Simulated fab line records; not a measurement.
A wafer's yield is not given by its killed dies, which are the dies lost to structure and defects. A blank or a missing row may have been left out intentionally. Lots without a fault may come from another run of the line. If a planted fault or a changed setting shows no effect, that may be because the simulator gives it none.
Struck lot and sound lot, side by side + flow nand-harc + 39 out of 1159 route steps
Sound: these wafers, L882.1, L882.2, L882.6. Struck: wafer L886.2 (left out: L886.1, L886.4 of the same lot, which were not struck); the cause appears at the end.
For every step that has rows: the tool of each side, followed by ch and its chambers, followed by its first start. Under that, the readings that differ: sound wafers + struck wafers + difference of the means + sigmas: that difference in standard deviations of wafers without a fault.
alike: words and numbers the same on both sides, and readings whose means are apart by under 2 such deviations; not compared: readings that were withheld, readings missing a value for some wafer, numbers with overlapping values and no deviation given by the record, and bounds like >300 which may hide the same value.
A row with sigmas, a row that says differs or no value, or rows on one side alone: a step with any of these is where the two part. Non-overlapping numbers with no deviation appear without sigmas and do not part them. Lack of a reading on every wafer of one side parts them only where that side has two or more wafers.

first, 7 steps without rows for these wafers: NHARC_A_BONDPAD_COAT_33 (time 65 s); NHARC_A_BONDPAD_COAT_03 (resist thk 600 nm); NHARC_A_BONDPAD_SOFTBAKE_04 (time 70 s); NHARC_A_BONDPAD_EBR_05; NHARC_A_BONDPAD_EXPOSE_06 (exposes mask A BPAD); NHARC_A_BONDPAD_PEB_07 (peb time 80 s); NHARC_A_BONDPAD_DEVELOP_08 (time 50 s).
NHARC_A_BONDPAD_CD_MEAS_09 targets a cd of 500 nm.
  sound on cd-sem-03 ch 0, day 19 09:58; struck on cd-sem-03 ch 0, day 21 02:06
  alike: cd-nm
NHARC_A_BONDPAD_OVL_MEAS_35:
  sound on overlay-02 at day 19 10:02; struck on overlay-02 at day 21 02:11
| reading           | sound    | struck | difference | sigmas |
|-------------------|----------|--------|------------|--------|
| overlay-x-nm (nm) | -9 -9 -9 | 14     | +23        | +4     |
  alike: overlay-y-nm
then, 1 step without rows for these wafers: NHARC_A_BONDPAD_HARDBAKE_10 (time 65 s).
NHARC_A_BONDPAD_DESCUM_11: chemistry O2, time 3 s.
  sound on rie-diel-01 ch 1,3, day 19 10:23; struck on rie-diel-05 ch 3, day 21 02:19
| reading                     | sound       | struck | difference | sigmas |
|-----------------------------|-------------|--------|------------|--------|
| drypump-motor-current-A (A) | 6.1 6.2 6.2 | 5.3    | -0.9       | -2     |
  alike: mfc-ar-sccm, oes-product-au, rf-vpp-V, showerhead-plenum-p-Torr, throttle-valve-pct
  not compared: rf-hours-counter-h
then, 1 step without rows for these wafers: NHARC_A_BONDPAD_ETCH_34 (etches the open film in N2/H2, target depth 60 nm, overetch 18 nm, time 65.91 s).
NHARC_A_BONDPAD_ETCH_12: etches the open film in CHF3/O2, target depth 220 nm, time 110 s.
  sound on rie-diel-01 ch 1,3, day 19 10:34; struck on rie-diel-05 ch 1, day 21 02:29
  alike: drypump-motor-current-A, mfc-ar-sccm, oes-product-au, rf-vpp-V, showerhead-plenum-p-Torr, throttle-valve-pct
  not compared: rf-hours-counter-h
NHARC_A_BONDPAD_CD_MEAS_13:
  sound on cd-sem-01 at day 19 10:41; struck on cd-sem-03 at day 21 02:38
  alike: cd-nm
NHARC_A_BONDPAD_STRIP_15: strips in O2.
  sound on rie-diel-01 ch 1,2, day 19 10:46; struck on rie-diel-05 ch 3, day 21 02:44
| reading                         | sound          | struck | difference | sigmas |
|---------------------------------|----------------|--------|------------|--------|
| rf-vpp-V (V)                    | 56.8 56.6 58.2 | 59.1   | +1.9       | +2     |
| showerhead-plenum-p-Torr (Torr) | 3.44 3.35 3.35 | 3.71   | +0.33      | +2     |
  alike: drypump-motor-current-A, mfc-ar-sccm, oes-product-au, throttle-valve-pct
  not compared: rf-hours-counter-h
NHARC_A_BONDPAD_ETCH_24: etches the open film in CF4/N2, target depth 30 nm, time 72.99 s.
  sound on rie-diel-01 ch 2,3; struck on rie-diel-05 ch 1
  alike: drypump-motor-current-A, mfc-ar-sccm, oes-product-au, rf-vpp-V, showerhead-plenum-p-Torr, throttle-valve-pct
  not compared: rf-hours-counter-h
then, 3 steps without rows for these wafers: NHARC_A_BONDPAD_STRIP_16 (strips in post etch residue remover, time 600 s); NHARC_A_BONDPAD_DEGAS_25 (time 60 s); NHARC_A_BONDPAD_PRE_CLEAN_26 (time 30 s).
NHARC_A_BONDPAD_PVD_17: deposits TaN, target thk 5 nm, time 8.06 s.
  sound on pvd-sputter-01; struck on pvd-sputter-01
  alike: throttle-valve-pct
then, 4 steps without rows for these wafers: NHARC_A_BONDPAD_PVD_27 (deposits Cu, target thk 30 nm, time 20.49 s); NHARC_A_BONDPAD_ECD_18 (material Cu, target thk 400 nm); NHARC_A_BONDPAD_ANNEAL_28 (time 90 s); NHARC_A_BONDPAD_CMP_19 (polishes, t overpolish 30 s, cu recess touch 16 s, target thk 169.8 nm).
NHARC_A_BONDPAD_THK_MEAS_20: measures by xrf.
  sound on film-metro-02 at day 19 12:45; struck on film-metro-01 at day 21 04:43
  alike: thk-nm
then, 1 step without rows for these wafers: NHARC_A_BONDPAD_SRD_21 (time 30 s, dry time 20 s).
NHARC_HYBRID_BOND_ACTIVATE_00: chemistry N2, time 60 s.
  sound on rie-diel-08 ch 0,3, day 19 13:01; struck on rie-diel-04 ch 2, day 21 05:00
  alike: drypump-motor-current-A, mfc-ar-sccm, oes-product-au, rf-vpp-V, showerhead-plenum-p-Torr
  not compared: rf-hours-counter-h
then, 4 steps without rows for these wafers: NHARC_HYBRID_BOND_PRECLEAN_01 (cleans in DIW, time 300 s); NHARC_HYBRID_BOND_SRD_02 (time 30 s, dry time 20 s); NHARC_HYBRID_BOND_BOND_03; NHARC_HYBRID_BOND_ANNEAL_04 (time 7200 s).
NHARC_HYBRID_BOND_OVL_MEAS_05:
  sound on overlay-01 at day 19 22:47; struck on overlay-02 at day 21 14:44
  alike: overlay-x-nm, overlay-y-nm
then, 2 steps without rows for these wafers: NHARC_THIN_TSV_GRIND_00; NHARC_THIN_TSV_CMP_01 (polishes).
NHARC_THIN_TSV_THK_MEAS_02: measures by ir.
  sound on film-metro-01 at day 20 00:30; struck on film-metro-02 at day 21 16:26
  alike: thk-nm
then, 3 steps without rows for these wafers: NHARC_THIN_TSV_SRD_03; NHARC_THIN_TSV_PRECLEAN_41 (cleans in SC1); NHARC_THIN_TSV_SRD_42.
NHARC_END_SORT_01:
  sound on prober-01 ch 0, day 20 16:17; struck on prober-02 ch 0, day 22 10:49
| reading                  | sound          | struck | difference | sigmas |
|--------------------------|----------------|--------|------------|--------|
| defect-limited-yield (%) | 97.6 96.9 96.5 | 91.4   | -5.6       | -4     |
| killed-at-array          | 14 18 19       | 56     | +39        | +4     |
| killed-dies              | 16 21 24       | 58     | +38        | +4     |
| sort_bin_2_pct (%)       | 0.7 0.6 1.0    | 4.3    | +3.5       | +6     |
| sort_bin_3_pct (%)       | 0 0.15 0       | 1.03   | +0.98      | +5     |
| sort-n-pass              | 661 656 653    | 619    | -38        | -4     |
| sort-rim-yield-pct (%)   | 93 96 93       | 86     | -8         | -2     |
| sort-yield-pct (%)       | 97.6 96.9 96.5 | 91.4   | -5.6       | -4     |
  alike: killed-at-other, killed-at-periphery, killed-open, killed-short, sort_bin_4_pct

== WHERE THEY PART ==
Earliest at NHARC_A_BONDPAD_OVL_MEAS_35; latest, in this record, at NHARC_END_SORT_01.

WHY: the cause the simulator had injected
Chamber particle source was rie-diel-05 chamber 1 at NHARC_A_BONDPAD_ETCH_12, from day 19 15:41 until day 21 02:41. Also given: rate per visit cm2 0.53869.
